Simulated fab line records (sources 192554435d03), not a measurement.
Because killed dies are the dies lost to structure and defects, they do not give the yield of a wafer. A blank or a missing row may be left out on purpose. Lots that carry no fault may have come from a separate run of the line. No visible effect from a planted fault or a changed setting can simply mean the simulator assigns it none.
fab line records	flow n5Finfet
record: lots: 7	wafers: 39
route steps=1938 shown FIN_SAQP@138 SD_EPI_P@321 MOL_CONTACT_COAG@608 BEOL_M1@794
startH: hours from the record's first day to the start of the lot's first wafer shown	waitH: hours elapsed since this lot's preceding step	" the same as in the row above	L1.1+2: one row covering several wafers at once	- no value present, or no start provided	* or withheld: withheld	< > ~ a bound
route shown NAME@n: names a module that has steps shown in the file, with the first one's number in the route	usual: mean/standard deviation of fault-free wafers	same: alike in all rows	chamber/n: place in a boat	sites: per-site readings	_std_site: standard deviation across them	_edge_site: the outer-site mean with the inner-site mean subtracted	radiusMm: how far each site lies from the wafer's centre	mask NAME#n: copy n	behind: the tool/chamber that last shaped the wafer	hold: cause of the lot's hold/its duration in hours/its outcome	device: names the non-switching transistor (n, p or np)	end of line: tests of these same wafers at the route's end	a step without rows: its recipe alone	killed: count of dies lost to structure and defects at first sort (not the wafer's yield)	map: a wafer's dies, x killed, . not, _ none there
set.NAME: the setting that was run; set.NAME@STEP: the one run at that earlier step	model.NAME: the simulator's own value behind a step, which no gauge read
lots whose settings were changed on purpose; a table a step, a row a wafer
== steps ==
step: N5_FIN_SAQP_SPACER2_ALD_28
recipe: material: SiO2	targetThkA: 81	tempC: 300	aldPrecursorFamily: BDEAS	aldCoReactant: O2-plasma	pulseTimeS: 1	purgeTimeS: 2	coReactantPurgeTimeS: 2	pressureTorr: 2
lot.wafer	tool	chamber	startH	waitH	set.targetThkA	model.SiO2_of_FIN_SAQP_SPACER2_ALD_28.thkNm
L074.1+2+4	aldSin-03	1,2,0	24.92	0.1	35.79	3.6
L074.3+5	"	3,0	"	"	81	8
L074.6	"	1	"	"	81	8.2
L075.1+4+5	aldSin-04	3,2,1	30.88	0.1	57.8	5.8
L075.2+3+6	"	1,0,2	"	"	81	8.2
L076.1+4+5+6	aldSin-04	1,3,3,0	38.92	0.4	81	8
L076.2+3	"	2,0	"	"	81	8.2
L078.1+3+4+5+6	aldSin-01	0,1,2,1,2	50.63	0.1	81	8
L078.2	"	3	"	"	81	8.2
L079.2	aldSin-01	0	57.16	0.1	81	8
L079.5+6	"	2,1	"	"	81	8.2
L083.1+4+5	aldSin-01	0,0,1	78.42	0.1	56.07	5.6
L083.2	"	1	"	"	81	8
L083.3+6	"	3	"	"	81	8.2
L087.1+2	aldSin-01	3,2	105.89	0.1	81	8.2
L087.3+4	"	1,0	"	"	103.3	10.4
L087.5	"	0	"	"	81	8
L087.6	"	1	"	"	103.3	10.2
step: N5_FIN_SAQP_SPACER2_ETCHBACK_29
recipe: chemistry: CHF3/O2	mode: anisotropicEtchback	target: SiO2	targetDepthA: 122	timeS: 6.1	pressureMtorr: 30	sourceW: 650	biasW: 170	Ar_flow_sccm: 200	CHF3_flow_sccm: 50	O2_flow_sccm: 5	ionEnergyEv: 200
step: N5_FIN_SAQP_MANDREL2_REMOVE_60
recipe: chemistry: HBr/Cl2/O2	btTimeS: 10	target: a-Si	stopOn: SiNx	endpoint: OES-SiCl	overEtchFrac: 1	icpW: 600	biasW: 22	HBr_flow_sccm: 150	Cl2_flow_sccm: 80	O2_flow_sccm: 5	pressureMtorr: 10
lot.wafer	tool	chamber	startH	waitH	set.targetThkA@FIN_SAQP_SPACER2_ALD_28	model.FIN_SAQP.cdNm
L074.1+2+4	rieSi-05	0,1,1	25.34	0.1	35.79	3.6
L074.3	"	2	"	"	81	8.2
L074.5+6	"	0,2	"	"	81	8
L075.1	rieSi-06	0	31.29	0.1	57.8	5.6
L075.2	"	1	"	"	81	8.2
L075.3+6	"	3,2	"	"	81	8
L075.4+5	"	2,1	"	"	57.8	5.8
L076.1+4+6	rieSi-05	2,1,1	39.60	0.1	81	8
L076.2+3+5	"	3,0,2	"	"	81	8.2
L078.1+2+5+6	rieSi-05	0,1,3,0	51.04	0.1	81	8.2
L078.3+4	"	2,3	"	"	81	8
L079.2+5+6	rieSi-06	2,0,1	57.69	0.1	81	8.2
L083.1+4	rieSi-04	2,3	78.83	0.1	56.07	5.6
L083.2+6	"	0,3	"	"	81	8
L083.3	"	1	"	"	81	8.2
L083.5	"	0	"	"	56.07	5.4
L087.1	rieSi-04	2	106.30	0.1	81	8.2
L087.2+5	"	1,2	"	"	81	8
L087.3+4+6	"	0,3,3	"	"	103.3	10.2
step: N5_FIN_SAQP_CD_MEAS_31
recipe: targetCdNm: 8	landingEnergyEv: 1000	detector: seInlens	polarity: line
usual: cdNm: 8.05/0.21
lot.wafer	tool	chamber	startH	waitH	set.targetThkA@FIN_SAQP_SPACER2_ALD_28	cdNm
L074.1	cdSem-01	0	25.45	0.1	35.79	3.53
L074.2	"	0	"	"	35.79	3.50
L074.3	"	0	"	"	81	8.23
L074.4	"	0	"	"	35.79	3.53
L074.5	"	0	"	"	81	8.06
L074.6	"	0	"	"	81	8.15
L075.1	cdSem-03	0	31.40	0.1	57.8	5.58
L075.2	"	0	"	"	81	8.12
L075.3	"	0	"	"	81	7.95
L075.4	"	0	"	"	57.8	5.77
L075.5	"	0	"	"	57.8	5.97
L075.6	"	0	"	"	81	8.06
L076.1	cdSem-03	0	39.71	0.1	81	8.13
L076.2	"	0	"	"	81	8.07
L076.3	"	0	"	"	81	7.91
L076.4	"	0	"	"	81	8.27
L076.5	"	0	"	"	81	7.86
L076.6	"	0	"	"	81	7.99
L078.1	cdSem-02	0	51.15	0.1	81	8.23
L078.2	"	0	"	"	81	8.43
L078.3	"	0	"	"	81	7.78
L078.4	"	0	"	"	81	7.76
L078.5	"	0	"	"	81	8.04
L078.6	"	0	"	"	81	8.11
L079.2	cdSem-01	0	57.80	0.1	81	8.29
L079.5	"	0	"	"	81	8.23
L079.6	"	0	"	"	81	8.21
L083.1	cdSem-03	0	78.94	0.1	56.07	5.61
L083.2	"	0	"	"	81	8.21
L083.3	"	0	"	"	81	7.89
L083.4	"	0	"	"	56.07	5.42
L083.5	"	0	"	"	56.07	5.85
L083.6	"	0	"	"	81	7.93
L087.1	cdSem-03	0	106.41	0.1	81	8.35
L087.2	"	0	"	"	81	8.27
L087.3	"	0	"	"	103.3	10.20
L087.4	"	0	"	"	103.3	10.60
L087.5	"	0	"	"	81	8.00
L087.6	"	0	"	"	103.3	10.17
step: N5_FIN_SAQP_HM_OPEN_33
recipe: chemistry: CH3F/O2	target: SiNx	maskMaterial: SiO2	targetDepthA: 494	timeS: 70.6	pressureMtorr: 30	sourceW: 395	biasW: 73	Ar_flow_sccm: 150	CH3F_flow_sccm: 30	O2_flow_sccm: 20	ionEnergyEv: 120	ends: cleared
lot.wafer	tool	chamber	startH	waitH	set.targetThkA@FIN_SAQP_SPACER2_ALD_28	model.FIN_SAQP.cdNm
L074.1+4	rieDiel-05	2,1	25.49	0.0	35.79	3.6
L074.2	"	3	"	"	35.79	3.4
L074.3	"	0	"	"	81	8.2
L074.5+6	"	2,3	"	"	81	8
L075.1	rieDiel-03	2	31.45	0.0	57.8	5.6
L075.2+3	"	1,3	"	"	81	8.2
L075.4+5	"	0,1	"	"	57.8	5.8
L075.6	"	2	"	"	81	8
L076.1+2+3+4+5	rieDiel-02	1,0,2,3,2	39.85	0.1	81	8.2
L076.6	"	3	"	"	81	8
L078.1+2+3+5+6	rieDiel-05	2,3,0,2,0	51.34	0.2	81	8.2
L078.4	"	3	"	"	81	8
L079.2+5+6	rieDiel-03	3,0,3	57.89	0.1	81	8.2
L083.1+4	rieDiel-02	0,2	78.99	0.0	56.07	5.6
L083.2+6	"	3,0	"	"	81	8
L083.3	"	1	"	"	81	8.2
L083.5	"	3	"	"	56.07	5.4
L087.1	rieDiel-03	3	106.46	0.0	81	8.2
L087.2+5	"	1,0	"	"	81	8
L087.3+4+6	"	2,0,3	"	"	103.3	10.2
step: N5_FIN_SAQP_ETCH_34
recipe: chemistry: C4F6/O2	target: SiO2	targetDepthA: 450	timeS: 15	ionEnergyEv: 250	pressureMtorr: 30	sourceW: 345	biasW: 185	Ar_flow_sccm: 300	C4F6_flow_sccm: 10	O2_flow_sccm: 10	ends: cleared
lot.wafer	tool	chamber	startH	waitH	set.targetThkA@FIN_SAQP_SPACER2_ALD_28	model.FIN_SAQP.cdNm
L074.1+4	rieDiel-05	2,1	25.56	0.0	35.79	3.6
L074.2	"	3	"	"	35.79	3.4
L074.3+5	"	0,2	"	"	81	8.2
L074.6	"	3	"	"	81	8
L075.1	rieDiel-03	2	31.52	0.0	57.8	5.6
L075.2	"	1	"	"	81	8.2
L075.3+6	"	3,2	"	"	81	8
L075.4+5	"	0,1	"	"	57.8	5.8
L076.1+3+4+6	rieDiel-02	1,2,3,3	39.92	0.0	81	8
L076.2+5	"	0,2	"	"	81	8.2
L078.1+3+5+6	rieDiel-05	2,0,2,0	51.41	0.0	81	8.2
L078.2+4	"	3	"	"	81	8
L079.2+5	rieDiel-03	3,0	57.96	0.0	81	8.2
L079.6	"	3	"	"	81	8.4
L083.1+4+5	rieDiel-02	0,2,3	79.06	0.0	56.07	5.6
L083.2+6	"	3,0	"	"	81	8
L083.3	"	1	"	"	81	8.2
L087.1	rieDiel-03	3	106.53	0.0	81	8.2
L087.2	"	1	"	"	81	7.8
L087.3+6	"	2,3	"	"	103.3	10.2
L087.4	"	0	"	"	103.3	10.4
L087.5	"	0	"	"	81	8
step: N5_FIN_SAQP_STRIP_77
recipe: chemistry: N2/H2	timeS: 90	powerW: 100	tempC: 40	pressureMtorr: 100	rfFrequencyHz: 6e+07	biasPowerW: 3	n2FlowSccm: 300	h2FlowSccm: 300
step: N5_FIN_SAQP_HM_CD_35
recipe: targetCdNm: 8	polarity: line
usual: cdNm: 8.09/0.23
lot.wafer	tool	chamber	startH	waitH	set.targetThkA@FIN_SAQP_SPACER2_ALD_28	cdNm
L074.1	cdSem-02	-	25.71	0.1	35.79	3.50
L074.2	"	-	"	"	35.79	3.23
L074.3	"	-	"	"	81	8.17
L074.4	"	-	"	"	35.79	3.72
L074.5	"	-	"	"	81	8.14
L074.6	"	-	"	"	81	7.85
L075.1	cdSem-03	-	31.67	0.1	57.8	5.72
L075.2	"	-	"	"	81	7.93
L075.3	"	-	"	"	81	8.23
L075.4	"	-	"	"	57.8	5.81
L075.5	"	-	"	"	57.8	5.83
L075.6	"	-	"	"	81	8.17
L076.1	cdSem-03	-	40.06	0.1	81	8.46
L076.2	"	-	"	"	81	8.52
L076.3	"	-	"	"	81	8.19
L076.4	"	-	"	"	81	8.03
L076.5	"	-	"	"	81	8.46
L076.6	"	-	"	"	81	7.71
L078.1	cdSem-03	-	51.56	0.1	81	8.37
L078.2	"	-	"	"	81	8.03
L078.3	"	-	"	"	81	7.93
L078.4	"	-	"	"	81	7.98
L078.5	"	-	"	"	81	8.20
L078.6	"	-	"	"	81	8.23
L079.2	cdSem-03	-	58.11	0.1	81	8.54
L079.5	"	-	"	"	81	7.73
L079.6	"	-	"	"	81	8.47
L083.1	cdSem-03	-	79.22	0.1	56.07	5.71
L083.2	"	-	"	"	81	8.35
L083.3	"	-	"	"	81	8.34
L083.4	"	-	"	"	56.07	5.27
L083.5	"	-	"	"	56.07	5.73
L083.6	"	-	"	"	81	8.25
L087.1	cdSem-01	-	106.67	0.1	81	8.02
L087.2	"	-	"	"	81	8.05
L087.3	"	-	"	"	103.3	10.54
L087.4	"	-	"	"	103.3	10.13
L087.5	"	-	"	"	81	8.13
L087.6	"	-	"	"	103.3	9.83
step: N5_FIN_SAQP_ETCH_64
recipe: chemistry: CF4	target: SiO2	targetDepthA: 15	ionEnergyEv: 350	pressureMtorr: 10	icpW: 800	biasW: 400	cf4FlowSccm: 80
lot.wafer	tool	chamber	startH	waitH	set.targetThkA@FIN_SAQP_SPACER2_ALD_28	model.FIN_SAQP.cdNm
L074.1+4	rieSi-05	2,0	25.77	0.1	35.79	3.6
L074.2	"	0	"	"	35.79	3.4
L074.3	"	1	"	"	81	8.4
L074.5	"	2	"	"	81	8.2
L074.6	"	1	"	"	81	8
L075.1	rieSi-05	1	31.72	0.0	57.8	5.6
L075.2	"	3	"	"	81	8.2
L075.3+6	"	0,3	"	"	81	8
L075.4+5	"	2	"	"	57.8	5.8
L076.1+3+4	rieSi-06	3,2,1	40.11	0.0	81	8
L076.2+5+6	"	0,0,1	"	"	81	8.2
L078.1+3+5+6	rieSi-06	0,1,0,1	51.61	0.0	81	8.2
L078.2	"	2	"	"	81	8
L078.4	"	3	"	"	81	7.8
L079.2	rieSi-04	3	58.16	0.0	81	8.2
L079.5	"	0	"	"	81	8
L079.6	"	3	"	"	81	8.4
L083.1+5	rieSi-06	2,0	79.27	0.0	56.07	5.6
L083.2+3+6	"	1,0,3	"	"	81	8
L083.4	"	3	"	"	56.07	5.4
L087.1	rieSi-05	3	106.72	0.0	81	8.2
L087.2	"	2	"	"	81	7.8
L087.3+6	"	1	"	"	103.3	10.2
L087.4	"	2	"	"	103.3	10.4
L087.5	"	3	"	"	81	8
step: N5_FIN_SAQP_FIN_ETCH_36
recipe: chemistry: HBr/Cl2/O2	targetDepthA: 1200	maskMaterial: SiNx	timeS: 50.4	biasW: 102	pressureMtorr: 10	icpW: 800	HBr_flow_sccm: 150	Cl2_flow_sccm: 80	O2_flow_sccm: 12
step: N5_FIN_SAQP_CD_MEAS_37
recipe: targetCdNm: 8	polarity: line
usual: cdNm: 8.13/0.24
lot.wafer	tool	chamber	startH	waitH	set.targetThkA@FIN_SAQP_SPACER2_ALD_28	cdNm
L074.1	cdSem-01	-	25.91	0.1	35.79	3.54
L074.2	"	-	"	"	35.79	3.40
L074.3	"	-	"	"	81	8.36
L074.4	"	-	"	"	35.79	3.34
L074.5	"	-	"	"	81	7.96
L074.6	"	-	"	"	81	7.93
L075.1	cdSem-03	-	31.86	0.1	57.8	5.66
L075.2	"	-	"	"	81	8.54
L075.3	"	-	"	"	81	7.96
L075.4	"	-	"	"	57.8	6.05
L075.5	"	-	"	"	57.8	5.98
L075.6	"	-	"	"	81	7.95
L076.1	cdSem-03	-	40.25	0.1	81	7.84
L076.2	"	-	"	"	81	8.40
L076.3	"	-	"	"	81	8.00
L076.4	"	-	"	"	81	8.08
L076.5	"	-	"	"	81	8.18
L076.6	"	-	"	"	81	8.47
L078.1	cdSem-02	-	51.75	0.1	81	8.33
L078.2	"	-	"	"	81	8.26
L078.3	"	-	"	"	81	8.46
L078.4	"	-	"	"	81	7.90
L078.5	"	-	"	"	81	8.64
L078.6	"	-	"	"	81	8.22
L079.2	cdSem-03	-	58.30	0.1	81	8.24
L079.5	"	-	"	"	81	8.06
L079.6	"	-	"	"	81	8.34
L083.1	cdSem-02	-	79.41	0.1	56.07	5.68
L083.2	"	-	"	"	81	7.56
L083.3	"	-	"	"	81	8.23
L083.4	"	-	"	"	56.07	5.68
L083.5	"	-	"	"	56.07	5.74
L083.6	"	-	"	"	81	7.85
L087.1	cdSem-01	-	106.86	0.1	81	7.83
L087.2	"	-	"	"	81	7.41
L087.3	"	-	"	"	103.3	10.08
L087.4	"	-	"	"	103.3	10.24
L087.5	"	-	"	"	81	8.04
L087.6	"	-	"	"	103.3	10.19
step: N5_SD_EPI_P_EPI_21
recipe: material: SiGe:B	dopant: B	tempC: 550	pressureTorr: 20	ambient: H2	timeS: 355
lot.wafer	tool	chamber	startH	waitH	set.timeS	model.SiGe-B_of_SD_EPI_P_EPI_21.thkNm
L074.1	epiRpcvd-02	0	53.10	0.1	355	60.8
L074.2	"	0	"	"	424	68.8
L074.3	"	0	"	"	424	69.4
L074.4	"	0	"	"	424	68.6
L074.5	"	0	"	"	355	61
L074.6	"	0	"	"	355	61.2
L075.1	epiRpcvd-02	0	59.81	0.1	543.9	83.6
L075.2+6	"	0	"	"	543.9	83.8
L075.3	"	0	"	"	355	62.4
L075.4+5	"	0	"	"	355	62
L076.1+6	epiRpcvd-02	0	68.62	0.1	355	61.4
L076.2	"	0	"	"	195.1	36.8
L076.3+5	"	0	"	"	195.1	36.6
L076.4	"	0	"	"	355	60.8
L078.1	epiRpcvd-04	0	80.91	0.1	355	61.4
L078.2+3+4+6	"	0	"	"	355	60
L078.5	"	0	82.35	1.5	355	60.8
L079.2	epiRpcvd-03	0	86.75	0.5	355	60.6
L079.5	"	0	87.83	1.5	355	60.8
L079.6	"	0	"	"	355	61
L083.1	epiRpcvd-03	0	108.82	0.1	200.7	37.8
L083.2	"	0	"	"	355	62.4
L083.3	"	0	"	"	200.7	37.4
L083.4	"	0	"	"	200.7	37.6
L083.5	"	0	"	"	355	61
L083.6	"	0	"	"	355	61.4
L087.1	epiRpcvd-03	0	135.23	0.1	355	60.6
L087.2+4	"	0	"	"	561.4	83.4
L087.3	"	0	"	"	561.4	84.2
L087.5	"	0	"	"	355	60.8
L087.6	"	0	"	"	355	61
step: N5_SD_EPI_P_EPI_MEAS_23
recipe: mode: xrd
usual: thkNm: 61.0/1.3
lot.wafer	tool	chamber	startH	waitH	set.timeS@SD_EPI_P_EPI_21	thkNm
L074.1	filmMetro-02	-	55.30	1.8	355	61.6
L074.2	"	-	"	"	424	69.7
L074.3	"	-	"	"	424	70.0
L074.4	"	-	"	"	424	69.3
L074.5	"	-	"	"	355	62.1
L074.6	"	-	"	"	355	59.9
L075.1	filmMetro-02	-	62.02	1.9	543.9	84.2
L075.2	"	-	"	"	543.9	84.8
L075.3	"	-	"	"	355	61.0
L075.4	"	-	"	"	355	62.0
L075.5	"	-	"	"	355	61.8
L075.6	"	-	"	"	543.9	85.4
L076.1	filmMetro-02	-	70.82	1.8	355	63.0
L076.2	"	-	"	"	195.1	36.7
L076.3	"	-	"	"	195.1	37.7
L076.4	"	-	"	"	355	62.4
L076.5	"	-	"	"	195.1	37.3
L076.6	"	-	"	"	355	60.9
L078.1	filmMetro-01	-	83.10	1.8	355	60.7
L078.2	"	-	"	"	355	58.7
L078.3	"	-	"	"	355	58.7
L078.4	"	-	"	"	355	59.1
L078.5	"	-	"	"	355	60.9
L078.6	"	-	"	"	355	60.1
L079.2	filmMetro-02	-	88.59	1.5	355	60.8
L079.5	"	-	"	"	355	62.1
L079.6	"	-	"	"	355	63.3
L083.1	filmMetro-02	-	111.02	1.9	200.7	36.8
L083.2	"	-	"	"	355	62.3
L083.3	"	-	"	"	200.7	37.2
L083.4	"	-	"	"	200.7	39.2
L083.5	"	-	"	"	355	60.5
L083.6	"	-	"	"	355	62.1
L087.1	filmMetro-02	-	137.42	1.8	355	59.3
L087.2	"	-	"	"	561.4	81.8
L087.3	"	-	"	"	561.4	83.6
L087.4	"	-	"	"	561.4	83.4
L087.5	"	-	"	"	355	59.2
L087.6	"	-	"	"	355	58.9
step: N5_SD_EPI_P_HM_STRIP_48
recipe: chemistry: H3PO4	tempC: 160	material: SiNx	target: SiNx	targetDepthA: 30	overetchFraction: 0.3
lot.wafer	tool	chamber	startH	waitH	set.timeS@SD_EPI_P_EPI_21	model.SiGe-B_of_SD_EPI_P_EPI_21.thkNm
L074.1	wetBench-04	2	55.33	0.0	355	60.4
L074.2	"	1	"	"	424	68.4
L074.3	"	5	"	"	424	69
L074.4	"	3	"	"	424	68.2
L074.5	"	4	"	"	355	60.8
L074.6	"	6	"	"	355	61
L075.1	wetBench-04	5	62.06	0.0	543.9	83.2
L075.2+6	"	4,6	"	"	543.9	83.4
L075.3	"	0	"	"	355	62.2
L075.4	"	7	"	"	355	61.8
L075.5	"	1	"	"	355	61.6
L076.1	wetBench-02	4	70.85	0.0	355	61.2
L076.2	"	1	"	"	195.1	36.6
L076.3+5	"	6,5	"	"	195.1	36.4
L076.4	"	0	"	"	355	60.6
L076.6	"	7	"	"	355	61
L078.1	wetBench-04	2	83.14	0.0	355	61.2
L078.2	"	5	"	"	355	59.6
L078.3+4+6	"	4,6,3	"	"	355	59.8
L078.5	"	7	"	"	355	60.6
L079.2	wetBench-02	6	88.63	0.0	355	60.2
L079.5	"	5	"	"	355	60.6
L079.6	"	4	"	"	355	60.8
L083.1	wetBench-01	2	111.05	0.0	200.7	37.6
L083.2	"	6	"	"	355	62
L083.3	"	3	"	"	200.7	37.2
L083.4	"	0	"	"	200.7	37.4
L083.5	"	7	"	"	355	60.6
L083.6	"	1	"	"	355	61.2
L087.1+5	wetBench-01	1,2	137.46	0.0	355	60.4
L087.2+4	"	4,3	"	"	561.4	83
L087.3	"	0	"	"	561.4	83.8
L087.6	"	5	"	"	355	60.6
step: N5_MOL_CONTACT_COAG_ALD_133
recipe: material: SiO2	targetThkA: 50	tempC: 100	aldPrecursorFamily: BDEAS	aldCoReactant: O2-plasma	pulseTimeS: 1	coReactantPulseTimeS: 1	purgeTimeS: 2	coReactantPurgeTimeS: 2	aldCycles: 35	pressureTorr: 2
lot.wafer	tool	chamber	startH	waitH	set.aldCycles	model.SiO2_of_MOL_CONTACT_COAG_ALD_133.thkNm
L074.1+2+3	aldSin-01	1,0,3	98.49	0.4	35	5
L074.4+5+6	"	2,1,0	"	"	26	3.8
L075.1+3	aldSin-04	0,1	105.52	0.1	16	2.2
L075.2+5+6	"	3,1,2	"	"	35	5
L075.4	"	2	"	"	16	2.4
L076.1+2+6	aldSin-04	1,2,1	110.70	0.1	35	5
L076.3+4+5	"	3,0,0	"	"	55	7.8
L078.1+2+5	aldSin-03	0,2,0	126.68	0.1	35	5
L078.3+4+6	"	1,3,1	"	"	18	2.6
L079.2+5+6	aldSin-03	3,1,0	128.68	0.1	35	5
L083.1+2+3+4+5+6	aldSin-04	1,0,2,3,3,2	151.23	0.1	35	5
L087.1+4+5	aldSin-04	1,2,1	179.31	1.0	15	2.2
L087.2+3+6	"	0,3,0	"	"	35	5
step: N5_BEOL_M1_ETCH_70
recipe: chemistry: N2/H2	target: SOC	targetDepthA: 800	overetchA: 160	maskMaterial: SiARC	tempC: 40	timeS: 120	ionEnergyEv: 200	pressureMtorr: 30	sourceW: 840	biasW: 150	n2FlowSccm: 200	h2FlowSccm: 200
lot.wafer	tool	chamber	startH	waitH	set.timeS	model.SiARC_of_BEOL_M1_COAT_68.thkNm
L074.1	rieDiel-06	3	130.01	0.0	120	6.6
L074.2+3+4+5+6	"	1,2,2,3,1	"	"	120	6.4
L075.1+3+5	rieDiel-01	3,0,1	142.15	0.0	120	6.4
L075.2	"	2	"	"	188	3
L075.4+6	"	1,0	"	"	188	3.2
L076.1+2	rieDiel-06	1,0	151.95	0.0	161.5	4.4
L076.3	"	3	"	"	161.5	4.6
L076.4	"	3	"	"	120	6.6
L076.5+6	"	0,1	"	"	120	6.4
L078.1	rieDiel-04	1	155.09	0.0	187	3
L078.2+3+5	"	3,0,3	"	"	120	6.2
L078.4+6	"	2,0	"	"	187	3.2
L079.2	rieDiel-06	0	155.71	0.0	120	6.2
L079.5+6	"	3,0	"	"	120	6.4
L083.1+4+6	rieDiel-01	0,1,0	184.31	0.0	120	6.4
L083.2+3	"	3,2	"	"	166.8	4
L083.5	"	1	"	"	166.8	4.2
L087.1+3+4+6	rieDiel-01	0,1,2,2	202.89	0.0	120	6.4
L087.2+5	"	3	"	"	120	6.2
step: N5_BEOL_M1_STRIP_71
recipe: chemistry: N2/H2	tempC: 40	n2FlowSccm: 200	h2FlowSccm: 200	rfFrequencyHz: 6e+07
step: N5_BEOL_M1_STRIP_78
recipe: chemistry: N2/H2	tempC: 40	n2FlowSccm: 200	h2FlowSccm: 200	rfFrequencyHz: 6e+07
step: N5_BEOL_M1_VIA_ETCH_34
recipe: chemistry: C4F6/O2	targetDepthA: 678	maskMaterial: SOC	pressureMtorr: 15	ionEnergyEv: 250	taperDeg: 4	timeS: 64.4	sourceW: 350	biasW: 170	Ar_flow_sccm: 300	C4F6_flow_sccm: 10	O2_flow_sccm: 10
lot.wafer	tool	chamber	startH	waitH	set.timeS@BEOL_M1_ETCH_70	model.BEOL_M1.cdNm
L074.1+5	rieDiel-06	3	130.11	0.0	120	17.8
L074.2	"	1	"	"	120	17.4
L074.3+4+6	"	2,2,1	"	"	120	17.6
L075.1+3+5	rieDiel-01	3,0,1	142.25	0.0	120	17.8
L075.2	"	2	"	"	188	19
L075.4	"	1	"	"	188	19.4
L075.6	"	0	"	"	188	19.2
L076.1+2	rieDiel-06	1,0	152.05	0.0	161.5	18.4
L076.3	"	3	"	"	161.5	18.6
L076.4+6	"	3,1	"	"	120	17.6
L076.5	"	0	"	"	120	17.8
L078.1+6	rieDiel-04	1,0	155.19	0.0	187	19.2
L078.2	"	3	"	"	120	17.8
L078.3+5	"	0,3	"	"	120	18
L078.4	"	2	"	"	187	19
L079.2+5+6	rieDiel-06	0,3,0	155.81	0.0	120	18
L083.1	rieDiel-01	0	184.41	0.0	120	17.8
L083.2+3	"	3,2	"	"	166.8	18.8
L083.4+6	"	1,0	"	"	120	17.6
L083.5	"	1	"	"	166.8	18.6
L087.1+3+4+6	rieDiel-01	0,1,2,2	202.99	0.0	120	17.8
L087.2	"	3	"	"	120	18.2
L087.5	"	3	"	"	120	18.4
== key ==
split: step: N5_FIN_SAQP_SPACER2_ALD_28	setting: targetThkA	stated: 81	by: wafer
response: step: N5_FIN_SAQP_SPACER2_ALD_28	reading: model.SiO2_of_FIN_SAQP_SPACER2_ALD_28.thkNm	change: +0.0809	per: 1%	r: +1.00
response: step: N5_FIN_SAQP_MANDREL2_REMOVE_60	reading: model.FIN_SAQP.cdNm	change: +0.0803	per: 1%	r: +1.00
response: step: N5_FIN_SAQP_CD_MEAS_31	reading: cdNm	change: +0.0806	per: 1%	r: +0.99
response: step: N5_FIN_SAQP_HM_OPEN_33	reading: model.FIN_SAQP.cdNm	change: +0.0813	per: 1%	r: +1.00
response: step: N5_FIN_SAQP_ETCH_34	reading: model.FIN_SAQP.cdNm	change: +0.0819	per: 1%	r: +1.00
response: step: N5_FIN_SAQP_HM_CD_35	reading: cdNm	change: +0.0822	per: 1%	r: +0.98
response: step: N5_FIN_SAQP_ETCH_64	reading: model.FIN_SAQP.cdNm	change: +0.0825	per: 1%	r: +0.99
response: step: N5_FIN_SAQP_CD_MEAS_37	reading: cdNm	change: +0.0812	per: 1%	r: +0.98
split: step: N5_SD_EPI_P_EPI_21	setting: timeS	stated: 355	by: wafer
response: step: N5_SD_EPI_P_EPI_21	reading: model.SiGe-B_of_SD_EPI_P_EPI_21.thkNm	change: +0.455	per: 1%	r: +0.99
response: step: N5_SD_EPI_P_EPI_MEAS_23	reading: thkNm	change: *	per: 1%	r: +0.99
response: step: N5_SD_EPI_P_HM_STRIP_48	reading: model.SiGe-B_of_SD_EPI_P_EPI_21.thkNm	change: +0.453	per: 1%	r: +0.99
split: step: N5_MOL_CONTACT_COAG_ALD_133	setting: aldCycles	stated: 35	by: wafer
response: step: N5_MOL_CONTACT_COAG_ALD_133	reading: model.SiO2_of_MOL_CONTACT_COAG_ALD_133.thkNm	change: +0.0493	per: 1%	r: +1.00
split: step: N5_BEOL_M1_ETCH_70	setting: timeS	stated: 120	by: wafer
response: step: N5_BEOL_M1_ETCH_70	reading: model.SiARC_of_BEOL_M1_COAT_68.thkNm	change: -0.0571	per: 1%	r: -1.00
response: step: N5_BEOL_M1_VIA_ETCH_34	reading: model.BEOL_M1.cdNm	change: +0.0238	per: 1%	r: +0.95
